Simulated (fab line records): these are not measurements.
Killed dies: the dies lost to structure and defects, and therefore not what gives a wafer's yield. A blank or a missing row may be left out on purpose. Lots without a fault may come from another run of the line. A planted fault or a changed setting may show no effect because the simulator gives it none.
Which tool did it?	flow n5_finfet	7 lots, 19 wafers sampled, at 8 steps of a route of 1938

== WHAT THE GAUGES SHOWED, per wafer ==
N5_BEOL_M6_OCD_MEAS_38.
lot	measured	on	trench_depth_nm (nm)
L727	day 8 16:44	ocd-02	94.6 95.0 93.4
L733	day 10 04:39	ocd-02	109.1 108.9
L738	day 11 17:38	ocd-02	107.9 95.6
L740	day 11 18:14	ocd-02	93.2 94.0 94.1
L745	day 13 06:10	ocd-01	95.8 95.8 95.6
L747	day 14 01:52	ocd-02	93.2 93.1 93.8
L749	day 14 15:50	ocd-02	93.1 93.2 93.1

N5_BEOL_M6_CD_MEAS_35: target cd 40 nm, target cd y 28 nm.
lot	measured	on	cd_nm (nm)
L727	day 8 16:54	cd_sem-03	40.2 40.2 40.1
L733	day 10 04:48	cd_sem-02	40.7 39.7
L738	day 11 17:47	cd_sem-01	40.5 40.1
L740	day 11 18:24	cd_sem-03	39.8 40.4 39.9
L745	day 13 06:19	cd_sem-02	40.2 39.2 39.6
L747	day 14 02:07	cd_sem-03	40.3 39.5 40.0
L749	day 14 16:05	cd_sem-01	39.6 40.0 40.3

N5_BEOL_M6_THK_MEAS_53: measures by xrf.
lot	measured	on	M6_THK (nm)
L727	day 8 19:46	film_metro-02	82.1 80.3 79.5
L733	day 10 06:59	film_metro-02	94.5 93.5
L738	day 11 21:23	film_metro-02	94.8 81.5
L740	day 11 22:21	film_metro-02	76.3 78.0 80.0
L745	day 13 09:44	film_metro-02	82.3 81.8 82.2
L747	day 14 04:34	film_metro-02	78.8 79.4 79.0
L749	day 14 19:52	film_metro-02	78.6 78.7 80.0

N5_BEOL_M6_RS_MEAS_57: the measuring method here is four-point-probe.
lot	measured	on	M6_RS (ohm/sq)
L727	day 8 19:54	film_metro-02	0.278 0.284 0.289
L733	day 10 07:09	film_metro-02	0.236 0.239
L738	day 11 21:31	film_metro-01	0.235 0.279
L740	day 11 22:29	film_metro-01	0.299 0.292 0.282
L745	day 13 09:54	film_metro-01	0.275 0.275 0.275
L747	day 14 04:42	film_metro-02	0.289 0.285 0.287
L749	day 14 19:59	film_metro-02	0.287 0.288 0.284

N5_BEOL_M15_RC_MEAS_101.
lot	measured	on	COMB_M10 (S/m)	COMB_M11 (S/m)	COMB_M12 (S/m)	COMB_M13 (S/m)	COMB_M14 (S/m)	COMB_M15 (S/m)	COMB_M5 (S/m)	COMB_M7 (S/m)	COMB_M8 (S/m)	COMB_M9 (S/m)	SERP_M10 (ohm/um)	SERP_M10_max_site (ohm/um)	SERP_M11 (ohm/um)	SERP_M12 (ohm/um)	SERP_M13 (ohm/um)	SERP_M13_max_site (ohm/um)	SERP_M14 (ohm/um)	SERP_M5 (ohm/um)	SERP_M6 (ohm/um)	SERP_M6_max_site (ohm/um)	SERP_M7 (ohm/um)	SERP_M8 (ohm/um)	SERP_M9 (ohm/um)
L727	day 12 03:47	prober-01	1.17e-11 1.32e-11 1.06e-11	1.5e-11 1.3e-11 1.4e-11	5.7e-12 7.1e-12 5.7e-12	3.7e-12 4.9e-12 4.9e-12	3.7e-12 3.3e-12 3.5e-12	1.5e-12 1.3e-12 1.1e-12	5e-11 5.6e-11 5.1e-11	2.2e-11 2.1e-11 2.4e-11	3.6e-11 2.3e-11 2e-11	1.1e-11 1.7e-11 1.3e-11	3.14 3.28 3.09	3.19 3.39 3.13	3.15 3.11 3.15	0.662 0.640 0.679	0.312 0.310 0.308	0.314 0.315 0.310	0.158 0.162 0.162	40.2 40.1 41.1	13.2 13.6 13.5	14.0 14.5 13.7	14.1 14.6 14.6	14.2 13.4 13.6	3.05 3.04 2.96
L733	day 13 07:04	prober-01	1.58e-11 1.54e-11	1.6e-11 1.7e-11	5.2e-12 4.6e-12	5.5e-12 4.8e-12	3.6e-12 3.5e-12	2e-12 2.7e-12	3.2e-11 4.2e-11	1.9e-11 2.2e-11	2.5e-11 3.2e-11	1.4e-11 1e-11	3.01 2.99	3.08 3.28	3.20 3.07	0.664 0.645	0.309 0.315	0.310 0.319	0.160 0.159	39.4 39.9	11.4 11.8	11.6 12.4	14.4 14.2	13.9 13.9	3.05 3.13
L738	day 14 23:02	prober-01	1.93e-11 1.48e-11	1.4e-11 1.4e-11	4.8e-12 6e-12	4.1e-12 3.7e-12	4.5e-12 4.4e-12	2.4e-12 2.7e-12	5.2e-11 3.2e-11	2.8e-11 2.1e-11	2.8e-11 2.2e-11	1.3e-11 1.2e-11	3.02 3.09	3.08 3.17	3.12 2.98	0.649 0.629	0.311 0.318	0.316 0.321	0.159 0.161	35.9 38.6	11.3 13.4	11.9 13.7	13.5 14.3	14.4 14.3	3.19 3.19
L740	day 15 03:24	prober-01	1.63e-11 1.61e-11 1.58e-11	1.3e-11 1.6e-11 1.4e-11	7.7e-12 5.1e-12 5e-12	5.6e-12 4.8e-12 4.6e-12	2.9e-12 3.7e-12 2.8e-12	1.9e-12 1.6e-12 1.3e-12	5.6e-11 4.3e-11 2.5e-11	2.7e-11 3.4e-11 3.2e-11	3.5e-11 2.5e-11 2.6e-11	1.3e-11 1.5e-11 9e-12	3.20 3.04 3.20	3.26 3.23 3.26	3.15 3.04 3.10	0.638 0.638 0.619	0.318 0.320 0.307	0.323 0.322 0.310	0.163 0.164 0.163	39.2 39.5 40.9	14.6 13.5 13.2	15.3 14.5 13.9	14.3 13.6 14.7	14.7 14.2 14.4	3.19 3.14 3.11
L745	day 16 09:05	prober-01	1.66e-11 1.59e-11 1.49e-11	1.7e-11 2.2e-11 1.3e-11	4.4e-12 7.8e-12 5.7e-12	4.2e-12 5.3e-12 5.2e-12	3.7e-12 2.2e-12 3.7e-12	2.1e-12 2.1e-12 1.9e-12	3.2e-11 3.2e-11 3.2e-11	1.7e-11 2e-11 2.2e-11	2.4e-11 2.5e-11 2.9e-11	1.5e-11 2.2e-11 1.7e-11	3.01 3.10 3.00	3.14 3.11 3.10	3.12 3.03 3.14	0.644 0.642 0.643	0.320 0.310 0.308	0.323 0.313 0.310	0.162 0.159 0.166	39.8 37.2 37.6	13.3 13.3 13.2	13.9 13.8 14.6	13.8 14.1 14.3	13.8 13.6 14.0	3.12 2.98 3.06
L747	day 16 17:22	prober-02	1.26e-11 1.33e-11 1.46e-11	1.6e-11 1.7e-11 1.2e-11	7e-12 7.5e-12 7.3e-12	3.7e-12 4.1e-12 4.9e-12	2.2e-12 2.7e-12 3.2e-12	3.3e-12 2.5e-12 3.1e-12	3.1e-11 4.2e-11 3.5e-11	3.7e-11 2.8e-11 2.5e-11	2.2e-11 2.1e-11 2.7e-11	1.3e-11 1.5e-11 1.4e-11	3.12 3.12 3.09	3.22 3.26 3.14	3.21 3.11 3.19	0.632 0.631 0.628	0.310 0.311 0.310	0.312 0.313 0.312	0.163 0.161 0.161	38.9 38.9 37.8	13.7 13.8 13.5	14.4 14.2 14.4	14.0 14.2 13.8	13.5 13.6 13.9	3.08 2.96 3.02
L749	day 17 21:16	prober-01	1.45e-11 1.56e-11 2.14e-11	9e-12 1.2e-11 1.6e-11	5.1e-12 7.3e-12 5.7e-12	4.1e-12 5e-12 3.2e-12	2.2e-12 2.5e-12 2.8e-12	2.6e-12 1.1e-12 2.3e-12	2.6e-11 2.5e-11 4e-11	2.8e-11 2.5e-11 3.5e-11	2.7e-11 2.6e-11 1.8e-11	9e-12 1.2e-11 1.4e-11	3.00 3.08 3.06	3.10 3.15 3.14	2.99 3.12 3.16	0.640 0.641 0.642	0.302 0.315 0.316	0.306 0.318 0.318	0.160 0.158 0.161	39.2 39.7 40.5	14.1 14.2 13.7	14.6 14.5 14.1	14.6 13.5 14.1	13.5 13.4 13.7	3.18 3.04 3.00

== WHAT TOOL EACH LOT RAN ON (gives the tool, then ch and the chambers of the sampled wafers, and finally the start) ==
lot	N5_BEOL_M6_STRIP_36	N5_BEOL_M6_TRENCH_ETCH_37	N5_BEOL_M6_CURE_75
L727	rie_diel-01 ch 1,2, day 8 16:32	rie_diel-01 ch 1,2, day 8 16:35	uv_cure-02 ch 2, day 8 17:13
L733	rie_diel-01 ch 1, day 10 04:27	rie_diel-01 ch 1, day 10 04:29	uv_cure-03 ch 0, day 10 04:56
L738	rie_diel-01 ch 1,3, day 11 17:25	rie_diel-01 ch 1,3, day 11 17:28	uv_cure-01 ch 0, day 11 17:55
L740	rie_diel-03 ch 0,2,3, day 11 18:03	rie_diel-03 ch 0,2,3, day 11 18:05	uv_cure-02 ch 0, day 11 18:26
L745	rie_diel-04 ch 0,3, day 13 05:58	rie_diel-04 ch 0,3, day 13 06:01	uv_cure-03 ch 2, day 13 06:27
L747	rie_diel-01 ch 0,1, day 14 01:41	rie_diel-01 ch 0,1, day 14 01:43	uv_cure-02 ch 1, day 14 02:10
L749	rie_diel-01 ch 0,2, day 14 15:38	rie_diel-01 ch 0,2, day 14 15:40	uv_cure-03 ch 0, day 14 16:10
- N5_BEOL_M6_STRIP_36: strips in N2/H2.
- N5_BEOL_M6_TRENCH_ETCH_37: etches SiCOH lowk in C4F6/O2, target depth 94.435 nm, time 31.5 s.
- N5_BEOL_M6_CURE_75: cures SiCOH lowk, time 120 s.

== AS READ BY THE TOOLS THEMSELVES (means over the sampled wafers that have a number; for cases with no such wafer, the mark the record gives instead) ==
N5_BEOL_M6_STRIP_36.
lot	tool	drypump_motor_current_A (A)	n2_flow_sccm (sccm)	oes_product_au (a.u.)	rf_vpp_V (V)	showerhead_plenum_p_Torr (Torr)	temp_c (C)	throttle_valve_pct (%)
L727	rie_diel-01	6.3	200.0	0.79	59.0	2.54	40.04	24.0
L733	rie_diel-01	6.0	200.6	0.82	58.3	2.56	40.05	23.8
L738	rie_diel-01	6.2	199.9	0.86	61.1	2.62	40.08	23.6
L740	rie_diel-03	5.8	200.0	0.85	58.8	2.54	39.79	23.4
L745	rie_diel-04	6.0	200.2	0.76	59.7	2.44	40.11	23.4
L747	rie_diel-01	5.8	200.6	0.74	58.5	2.52	40.03	23.5
L749	rie_diel-01	6.0	199.9	0.71	58.9	2.51	40.00	23.6

N5_BEOL_M6_TRENCH_ETCH_37.
lot	tool	drypump_motor_current_A (A)	mfc_ar_sccm (sccm)	oes_product_au (a.u.)	rf_vpp_V (V)	run_length_s (s)	showerhead_plenum_p_Torr (Torr)	throttle_valve_pct (%)
L727	rie_diel-01	6.3	299.1	0.78	671	54.4	2.86	21.28
L733	rie_diel-01	6.0	299.5	0.82	675	58.8	2.87	21.02
L738	rie_diel-01	6.2	299.9	0.85	676	57.5	2.94	20.84
L740	rie_diel-03	5.8	299.1	0.84	669	54.6	2.85	20.77
L745	rie_diel-04	6.0	300.0	0.76	669	54.6	2.74	20.84
L747	rie_diel-01	5.8	299.1	0.73	668	54.3	2.84	20.86
L749	rie_diel-01	5.9	300.4	0.71	667	54.7	2.82	21.00

N5_BEOL_M6_CURE_75.
lot	tool	lamp_power_pct (%)	wafer_temp_C_max
L727	uv_cure-02	52.37	371.6
L733	uv_cure-03	52.31	371.3
L738	uv_cure-01	52.37	371.6
L740	uv_cure-02	52.28	371.0
L745	uv_cure-03	52.38	371.5
L747	uv_cure-02	52.32	371.6
L749	uv_cure-03	52.33	371.5

== THE ANSWER, worked out from the rows above alone ==
Rule: the lots themselves supply what counts as usual. The widest of any qualifying gaps counts: lots, ordered by their means at a reading, are off when they make up no more than a third of the lots, leave a main group of 4 or more, and stand apart from it by 3 or more times the standard deviation of that group's means. A main group is skipped when, at the precision printed for the reading in the tables above, its means are all equal. Also off: a lot with no number at a reading for which 4 or more lots have one. Any other lot the step has rows for is counted as sound. First the gauges in route order, then the tools' own readings, where a lot's mean is used as printed above. The first step at which some lot is off is used, and at that step the reading that is off furthest; a lot without a number counts as furthest.
Off at N5_BEOL_M6_OCD_MEAS_38 (trench_depth_nm): L733, L738. For the main group the mean is 94.1 nm and the standard deviation 0.93.
If a tool, at a process step before that reading, ran all the lots that are off and no sound lot after the first of them, it fits. Not tried: the gauges at N5_BEOL_M6_OCD_MEAS_38; whatever is off there is also off at N5_BEOL_M6_THK_MEAS_53, on other tools, and gauge error can't account for it. None of those tried fits.

== WHAT THE SIMULATOR HAD INSERTED ==
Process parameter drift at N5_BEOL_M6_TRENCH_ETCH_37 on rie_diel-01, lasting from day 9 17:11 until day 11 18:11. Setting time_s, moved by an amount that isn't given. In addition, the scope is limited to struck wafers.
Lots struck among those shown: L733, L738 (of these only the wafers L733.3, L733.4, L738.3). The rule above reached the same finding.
